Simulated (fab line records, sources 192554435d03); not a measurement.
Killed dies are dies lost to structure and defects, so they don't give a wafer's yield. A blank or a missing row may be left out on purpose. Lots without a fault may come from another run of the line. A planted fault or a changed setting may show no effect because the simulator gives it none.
Which tool did it? | flow n5_finfet | 9 lots, 27 wafers sampled, at 4 steps of a route of 1938

WHAT THE GAUGES READ, wafer by wafer
N5_BEOL_M11_CD_MEAS_18: pitch 140 nm, target cd 70 nm. Usual: cd_nm 69.9 nm, standard deviation 0.62.
lot  | measured     | on        | cd_nm (nm)     | flag
L381 | day 10 01:17 | cd_sem-03 | 70.6 69.3 69.9 |
L383 | day 10 18:10 | cd_sem-01 | 69.9 70.5 71.0 |
L382 | day 10 20:27 | cd_sem-03 | 69.9 69.9 69.1 |
L387 | day 11 20:19 | cd_sem-02 | 69.2 69.3 69.6 |
L388 | day 11 21:26 | cd_sem-03 | 68.5 69.0 69.6 |
L389 | day 12 05:47 | cd_sem-03 | 71.4 71.7 69.5 |
L398 | day 15 11:02 | cd_sem-01 | 69.5 70.0 70.0 |
L402 | day 15 22:59 | cd_sem-03 | 69.2 68.9 70.3 |
L403 | day 16 08:04 | cd_sem-02 | 71.1 70.6 70.5 |

N5_BEOL_M11_OVL_MEAS_29. Usual: V10_OVL 0.1 nm, standard deviation 0.72.
lot  | measured     | on         | V10_OVL (nm)   | flag
L381 | day 10 03:50 | overlay-01 | 0.1 -0.5 -0.4  |
L383 | day 10 18:54 | overlay-02 | 0.2 0.5 -0.2   |
L382 | day 10 21:00 | overlay-02 | -1.0 -0.3 -0.6 |
L387 | day 11 20:46 | overlay-02 | 1.0 0.5 -0.3   |
L388 | day 11 23:01 | overlay-02 | 0.6 1.3 0.4    |
L389 | day 12 08:24 | overlay-01 | -0.2 0.4 -0.6  |
L398 | day 15 11:21 | overlay-02 | 0.7 0.5 0.0    |
L402 | day 15 23:46 | overlay-02 | -0.3 -0.6 0.0  |
L403 | day 16 19:24 | overlay-01 | 0.8 0.5 0.9    |

WHICH TOOL RAN EACH LOT (tool, then ch and the chambers of the sampled wafers, then the start)
lot  | N5_BEOL_M11_ETCH_62                | N5_BEOL_M11_STRIP_19
L381 | rie_diel-03 ch 0,3, day 10 00:55   | rie_diel-03 ch 0,2, day 10 01:13
L383 | rie_diel-01 ch 1,2,3, day 10 17:46 | rie_diel-04 ch 1,2,3, day 10 18:05
L382 | rie_diel-01 ch 1,3, day 10 20:01   | rie_diel-04 ch 1,2,3, day 10 20:23
L387 | rie_diel-04 ch 2,3, day 11 19:52   | rie_diel-01 ch 0,1,3, day 11 20:15
L388 | rie_diel-04 ch 2,3, day 11 21:04   | rie_diel-03 ch 0,1,2, day 11 21:22
L389 | rie_diel-04 ch 1,2, day 12 04:36   | rie_diel-04 ch 0,2,3, day 12 05:43
L398 | rie_diel-03 ch 0,3, day 15 10:39   | rie_diel-01 ch 1,2, day 15 10:58
L402 | rie_diel-04 ch 0,1,2, day 15 22:36 | rie_diel-04 ch 0,1,2, day 15 22:55
L403 | rie_diel-03 ch 0,2,3, day 16 07:41 | rie_diel-03 ch 0,2, day 16 07:59
- N5_BEOL_M11_ETCH_62: etches SOC in N2/H2, target depth 110 nm, overetch 22 nm, time 165 s.
- N5_BEOL_M11_STRIP_19: strips in O2.

WHAT THE TOOLS THEMSELVES READ (means of the sampled wafers that have a number; where no wafer has one, the mark that the record gives instead)
N5_BEOL_M11_ETCH_62. Usual: drypump_motor_current_A 5.6 A, standard deviation 0.43; h2_flow_sccm 200.0 sccm, standard deviation 0.56; n2_flow_sccm 200.0 sccm, standard deviation 0.66; oes_product_au 0.69 a.u., standard deviation 0.065; rf_vpp_V 522.8 V, standard deviation 2.3; showerhead_plenum_p_Torr 2.51 Torr, standard deviation 0.083; throttle_valve_pct 17.66 %, standard deviation 0.2.
lot  | tool        | drypump_motor_current_A (A) | h2_flow_sccm (sccm) | n2_flow_sccm (sccm) | oes_product_au (a.u.) | rf_vpp_V (V) | showerhead_plenum_p_Torr (Torr) | throttle_valve_pct (%) | flag
L381 | rie_diel-03 | 5.9                         | 199.9               | 199.9               | 0.57                  | 522.7        | 2.50                            | 17.77                  |
L383 | rie_diel-01 | 5.5                         | 200.0               | 199.9               | 0.66                  | 522.8        | 2.52                            | 17.70                  |
L382 | rie_diel-01 | 5.7                         | 199.8               | 200.4               | 0.68                  | 523.3        | 2.54                            | 17.67                  |
L387 | rie_diel-04 | 5.9                         | 199.8               | 199.5               | 0.67                  | 523.8        | 2.52                            | 17.50                  |
L388 | rie_diel-04 | 5.5                         | 200.5               | 200.2               | 0.62                  | 521.5        | 2.46                            | 17.59                  |
L389 | rie_diel-04 | 6.0                         | 199.9               | 199.5               | 0.68                  | 522.8        | 2.49                            | 17.45                  |
L398 | rie_diel-03 | 6.0                         | 199.5               | 199.6               | 0.76                  | 521.8        | 2.49                            | 17.43                  |
L402 | rie_diel-04 | 5.9                         | 200.1               | 200.3               | 0.68                  | 522.6        | 2.45                            | 17.64                  |
L403 | rie_diel-03 | 5.6                         | 200.7               | 199.9               | 0.74                  | 523.3        | 2.52                            | 17.53                  |

N5_BEOL_M11_STRIP_19. Usual: drypump_motor_current_A 5.6 A, standard deviation 0.41; oes_product_au 0.81 a.u., standard deviation 0.086; rf_vpp_V 3.7 V, standard deviation 0.58; showerhead_plenum_p_Torr 2.05 Torr, standard deviation 0.07; throttle_valve_pct 16.46 %, standard deviation 0.18.
lot  | tool        | drypump_motor_current_A (A) | oes_product_au (a.u.) | rf_vpp_V (V) | showerhead_plenum_p_Torr (Torr) | throttle_valve_pct (%) | flag
L381 | rie_diel-03 | 5.4                         | 0.85                  | 3.8          | 2.09                            | 16.29                  |
L383 | rie_diel-04 | 5.7                         | 0.77                  | 4.1          | 2.01                            | 16.44                  |
L382 | rie_diel-04 | 5.7                         | 0.75                  | 4.0          | 2.01                            | 16.45                  |
L387 | rie_diel-01 | 5.4                         | 0.82                  | 4.3          | 2.08                            | 16.42                  |
L388 | rie_diel-03 | 5.8                         | 0.94                  | 3.3          | 2.10                            | 16.33                  |
L389 | rie_diel-04 | 5.7                         | 0.83                  | 3.6          | 2.05                            | 16.45                  |
L398 | rie_diel-01 | 5.6                         | 0.77                  | 3.5          | 2.02                            | 16.53                  |
L402 | rie_diel-04 | 5.9                         | 0.80                  | 3.6          | 2.02                            | 16.48                  |
L403 | rie_diel-03 | 5.7                         | 0.89                  | 3.8          | 2.05                            | 16.17                  |

THE ANSWER, worked out from the rows above alone
Rule: a lot is off if the mean of its wafers that have a number lies more than 3 standard deviations from the usual mean. A lot without any number at a reading at which 4 lots or more have one is off too. The other lots that the step has rows for count as sound. The gauges are gone through in route order, then the tools' own readings, and for those a lot's mean is taken as printed above. The first step at which some lot is off is used, and at that step the reading that is off furthest; a lot without a number counts as furthest.
No lot is off at any reading shown: from this, nothing can be told.

WHAT THE SIMULATOR HAD PUT IN
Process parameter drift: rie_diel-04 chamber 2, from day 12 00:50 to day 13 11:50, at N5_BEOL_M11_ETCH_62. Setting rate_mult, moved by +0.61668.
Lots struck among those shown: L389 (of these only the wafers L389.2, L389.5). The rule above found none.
